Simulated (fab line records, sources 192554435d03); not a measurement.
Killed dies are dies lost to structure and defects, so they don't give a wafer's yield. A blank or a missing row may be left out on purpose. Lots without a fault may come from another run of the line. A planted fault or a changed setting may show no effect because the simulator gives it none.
Chamber matching | flow n5_finfet | N5_BEOL_M4_ILD_DEP_00 on pecvd-03: 3 sister chambers
The step deposits SiOC from DEMS/O2, target thk 79 nm, time 15.3 s. 3 wafers are shown with their chamber, then 9 later ones without.

WAFERS WITH THEIR CHAMBER
wafer  | chamber | showerhead_vpp_V (V)
L091.6 | 0       | 1313
L093.4 | 2       | 1213
L093.6 | 1       | 1325

WAFERS WITHOUT THEIR CHAMBER
wafer  | showerhead_vpp_V (V)
L095.1 | 1258
L095.3 | 1315
L095.6 | 1316
L097.1 | 1254
L097.3 | 1323
L097.6 | 1229
L096.1 | 1339
L096.4 | 1306
L096.5 | 1340

WHICH CHAMBER EACH WENT THROUGH
wafer  | from the rows above          | in truth
L095.1 | can't be placed: 2 or 0 or 1 | 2
L095.3 | can't be placed: 0 or 1      | 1
L095.6 | can't be placed: 0 or 1      | 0
L097.1 | can't be placed: 2 or 0 or 1 | 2
L097.3 | can't be placed: 1 or 0      | 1
L097.6 | 2                            | 2
L096.1 | can't be placed: 1 or 0      | 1
L096.4 | can't be placed: 0 or 1      | 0
L096.5 | can't be placed: 1 or 0      | 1
Placed correctly: 1 of 9. Can't be placed from these rows: 8 (the true chamber is among the candidates in 8). Placed wrongly: 0.
How it was worked out, from the rows above alone: a wafer's distance from a chamber is the root of the sum, over the readings, of the square of ((its reading less the chamber's mean) divided by the reading's scatter). The wafer belongs to the nearest chamber; if the next one is less than 2 further off, it can't be placed. A chamber's mean is the mean of its shown wafers. The scatter: with one shown wafer a chamber, the root of the mean of the squares of how far each hidden wafer lies from its nearest shown one.
